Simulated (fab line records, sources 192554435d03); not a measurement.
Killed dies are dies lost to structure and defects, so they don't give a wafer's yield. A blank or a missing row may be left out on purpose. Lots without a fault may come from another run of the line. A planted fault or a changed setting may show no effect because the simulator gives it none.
Which tool did it? | flow n5_finfet | 12 lots, 34 wafers sampled, at 5 steps of a route of 1938

WHAT THE GAUGES READ, wafer by wafer
N5_BEOL_M4_THK_MEAS_01.
lot  | measured     | on            | M4_ILD_THK (nm)
L507 | day 7 16:36  | film_metro-02 | 78.2 80.4
L508 | day 8 10:37  | film_metro-02 | 78.0 80.3 80.5
L511 | day 8 16:23  | film_metro-02 | 79.1 78.2 79.4
L513 | day 9 04:04  | film_metro-01 | 78.2 77.7 80.4
L512 | day 9 07:44  | film_metro-01 | 80.1 80.7 81.7
L515 | day 9 12:20  | film_metro-01 | 76.6 77.9 78.7
L518 | day 10 15:11 | film_metro-02 | 78.7 79.2 79.7
L520 | day 11 03:23 | film_metro-01 | 78.6 80.0 80.4
L519 | day 11 04:50 | film_metro-02 | 78.0 78.8 81.4
L523 | day 11 11:50 | film_metro-01 | 77.1 77.8
L527 | day 13 00:02 | film_metro-02 | 79.2 80.1 79.1
L529 | day 13 03:11 | film_metro-01 | 78.2 76.3 80.2

N5_BEOL_M4_RC_MEAS_101.
lot  | measured     | on        | DIBL_N (mV/V)  | DIBL_P (mV/V)  | IOFF_N (nA/um) | IOFF_P (nA/um) | ION_N (uA/um) | ION_P (uA/um) | SS_N (mV/dec)  | SS_P (mV/dec)  | VT_N (mV)   | VT_P (mV)
L507 | day 8 07:03  | prober-02 | 38.0 38.1      | 37.1 37.0      | 0.19 0.19      | 0.23 0.22      | 692 686       | 470 465       | 72.1 71.9      | 73.5 73.8      | 247 249     | -248 -252
L508 | day 8 23:46  | prober-01 | 34.7 35.5 35.6 | 37.9 37.3 38.7 | 0.14 0.15 0.15 | 0.24 0.23 0.26 | 670 667 663   | 471 460 470   | 70.7 71.5 71.1 | 73.3 73.1 74.4 | 253 252 251 | -247 -249 -245
L511 | day 9 07:08  | prober-02 | 32.9 34.0 33.6 | 33.1 35.1 35.0 | 0.10 0.12 0.10 | 0.15 0.18 0.17 | 650 658 643   | 449 463 454   | 71.1 71.1 70.4 | 71.9 72.5 73.3 | 256 254 257 | -252 -250 -252
L513 | day 9 14:08  | prober-01 | 34.8 35.7 35.7 | 34.5 36.2 36.0 | 0.13 0.16 0.16 | 0.20 0.22 0.23 | 665 680 675   | 456 470 476   | 71.7 71.5 71.6 | 72.6 73.6 72.8 | 248 248 249 | -251 -246 -249
L512 | day 9 17:11  | prober-02 | 38.1 38.1 37.6 | 38.2 38.2 37.4 | 0.18 0.17 0.17 | 0.24 0.24 0.23 | 681 670 672   | 465 457 463   | 72.1 72.8 72.0 | 74.5 73.7 73.8 | 247 251 248 | -249 -247 -251
L515 | day 9 21:13  | prober-01 | 35.8 39.0 36.4 | 36.1 40.3 37.6 | 0.17 0.22 0.18 | 0.22 0.29 0.25 | 674 679 686   | 459 463 467   | 72.0 72.3 70.7 | 72.8 73.5 74.2 | 245 248 248 | -247 -244 -245
L518 | day 11 05:33 | prober-01 | 38.2 35.1 32.3 | 39.7 34.7 31.9 | 0.21 0.14 0.10 | 0.33 0.23 0.18 | 696 664 664   | 486 467 468   | 71.9 71.1 70.6 | 73.6 73.7 70.9 | 245 249 255 | -240 -247 -249
L520 | day 11 15:52 | prober-01 | 37.1 35.0 36.6 | 38.2 35.3 38.1 | 0.16 0.13 0.16 | 0.24 0.19 0.23 | 678 661 679   | 467 461 472   | 71.9 71.2 71.1 | 73.2 72.9 73.7 | 249 254 251 | -248 -249 -248
L519 | day 11 16:47 | prober-02 | 34.5 37.8 36.8 | 37.1 40.2 39.5 | 0.17 0.21 0.19 | 0.26 0.30 0.29 | 700 692 701   | 483 479 482   | 71.5 72.4 71.1 | 73.2 73.9 73.4 | 245 248 248 | -246 -243 -244
L523 | day 12 00:33 | prober-01 | 36.6 33.0      | 37.2 31.7      | 0.16 0.10      | 0.23 0.16      | 677 653       | 472 453       | 71.4 71.0      | 72.4 71.6      | 249 255     | -246 -251
L527 | day 13 09:20 | prober-02 | 38.8 36.6 33.3 | 35.0 34.5 30.0 | 0.19 0.15 0.10 | 0.21 0.21 0.16 | 685 670 654   | 461 461 456   | 71.5 71.7 70.7 | 73.3 73.6 71.6 | 249 250 254 | -251 -249 -252
L529 | day 13 10:43 | prober-01 | 36.4 37.7 38.0 | 34.9 37.5 37.4 | 0.14 0.19 0.18 | 0.19 0.22 0.24 | 669 682 678   | 456 464 461   | 71.8 71.5 72.2 | 72.9 74.7 74.3 | 253 247 250 | -251 -251 -246

WHICH TOOL RAN EACH LOT (tool, then ch and the chambers of the sampled wafers, then the start)
lot  | N5_BEOL_M3_ANNEAL_95         | N5_BEOL_M3_ANNEAL_51             | N5_BEOL_M4_COAT_05
L507 | pvd_sputter-03, day 7 15:08  | rtp_anneal-01 ch 0, day 7 15:31  | litho_track-04 ch 0, day 7 19:49
L508 | pvd_sputter-02, day 8 09:17  | rtp_anneal-01 ch 0, day 8 09:41  | litho_track-03 ch 0, day 8 12:14
L511 | pvd_sputter-02, day 8 14:55  | rtp_anneal-02 ch 0, day 8 15:24  | litho_track-04 ch 0, day 8 18:12
L513 | pvd_sputter-03, day 9 02:45  | rtp_anneal-01 ch 0, day 9 03:08  | litho_track-03 ch 0, day 9 05:56
L512 | pvd_sputter-02, day 9 05:59  | rtp_anneal-01 ch 0, day 9 06:47  | litho_track-03 ch 0, day 9 08:34
L515 | pvd_sputter-01, day 9 10:48  | rtp_anneal-01 ch 0, day 9 11:08  | litho_track-01 ch 0, day 9 13:11
L518 | pvd_sputter-01, day 10 13:52 | rtp_anneal-01 ch 0, day 10 14:17 | litho_track-01 ch 0, day 10 15:58
L520 | pvd_sputter-03, day 11 02:02 | rtp_anneal-02 ch 0, day 11 02:23 | litho_track-04 ch 0, day 11 04:08
L519 | pvd_sputter-01, day 11 03:29 | rtp_anneal-01 ch 0, day 11 03:55 | litho_track-04 ch 0, day 11 05:07
L523 | pvd_sputter-03, day 11 10:11 | rtp_anneal-01 ch 0, day 11 10:44 | litho_track-04 ch 0, day 11 12:25
L527 | pvd_sputter-03, day 12 22:38 | rtp_anneal-02 ch 0, day 12 22:58 | litho_track-03 ch 0, day 13 00:16
L529 | pvd_sputter-03, day 13 01:51 | rtp_anneal-02 ch 0, day 13 02:14 | litho_track-04 ch 0, day 13 03:59
- N5_BEOL_M3_ANNEAL_95: time 240 s.
- N5_BEOL_M3_ANNEAL_51: time 90 s.
- N5_BEOL_M4_COAT_05: resist thk 30 nm.

WHAT THE TOOLS THEMSELVES READ (means of the sampled wafers that have a number; where no wafer has one, the mark that the record gives instead)
N5_BEOL_M3_ANNEAL_95.
lot  | tool           | heater_power_w (W)
L507 | pvd_sputter-03 | 904
L508 | pvd_sputter-02 | 799
L511 | pvd_sputter-02 | 824
L513 | pvd_sputter-03 | 925
L512 | pvd_sputter-02 | 841
L515 | pvd_sputter-01 | 788
L518 | pvd_sputter-01 | 733
L520 | pvd_sputter-03 | 891
L519 | pvd_sputter-01 | 851
L523 | pvd_sputter-03 | 920
L527 | pvd_sputter-03 | 907
L529 | pvd_sputter-03 | 928

N5_BEOL_M3_ANNEAL_51.
lot  | tool          | wafer_temp_C_max
L507 | rtp_anneal-01 | 226.49
L508 | rtp_anneal-01 | 226.23
L511 | rtp_anneal-02 | 226.25
L513 | rtp_anneal-01 | 226.51
L512 | rtp_anneal-01 | 226.06
L515 | rtp_anneal-01 | 226.72
L518 | rtp_anneal-01 | 226.08
L520 | rtp_anneal-02 | 226.01
L519 | rtp_anneal-01 | 226.59
L523 | rtp_anneal-01 | 226.32
L527 | rtp_anneal-02 | 226.71
L529 | rtp_anneal-02 | 226.21

N5_BEOL_M4_COAT_05.
lot  | tool           | spin_speed_rpm (rpm)
L507 | litho_track-04 | 1500.3
L508 | litho_track-03 | 1499.2
L511 | litho_track-04 | 1499.2
L513 | litho_track-03 | 1444.7
L512 | litho_track-03 | 1443.2
L515 | litho_track-01 | 1499.8
L518 | litho_track-01 | 1500.5
L520 | litho_track-04 | 1499.4
L519 | litho_track-04 | 1499.7
L523 | litho_track-04 | 1499.5
L527 | litho_track-03 | 1499.8
L529 | litho_track-04 | 1500.7

THE ANSWER, worked out from the rows above alone
Rule: what is usual is taken from the lots themselves. Put in order of their means at a reading, lots are off if they are a third of the lots or fewer, leave a main group of 4 or more, and stand apart from it by a gap of 3 or more times the standard deviation of the main group's means; of several such gaps the widest counts. A main group whose means are all the same, to the digits that the tables above print for the reading, isn't used. A lot without any number at a reading at which 4 lots or more have one is off too. The other lots that the step has rows for count as sound. The gauges are gone through in route order, then the tools' own readings, and for those a lot's mean is taken as printed above. The first step at which some lot is off is used, and at that step the reading that is off furthest; a lot without a number counts as furthest.
Off: L513, L512, at N5_BEOL_M4_COAT_05 (spin_speed_rpm). The main group: mean 1499.8 rpm, standard deviation 0.5.
A tool fits if, at that step or a process step before it, it ran every lot that is off, and no sound lot after the first of them. None of those tried fits.

WHAT THE SIMULATOR HAD PUT IN
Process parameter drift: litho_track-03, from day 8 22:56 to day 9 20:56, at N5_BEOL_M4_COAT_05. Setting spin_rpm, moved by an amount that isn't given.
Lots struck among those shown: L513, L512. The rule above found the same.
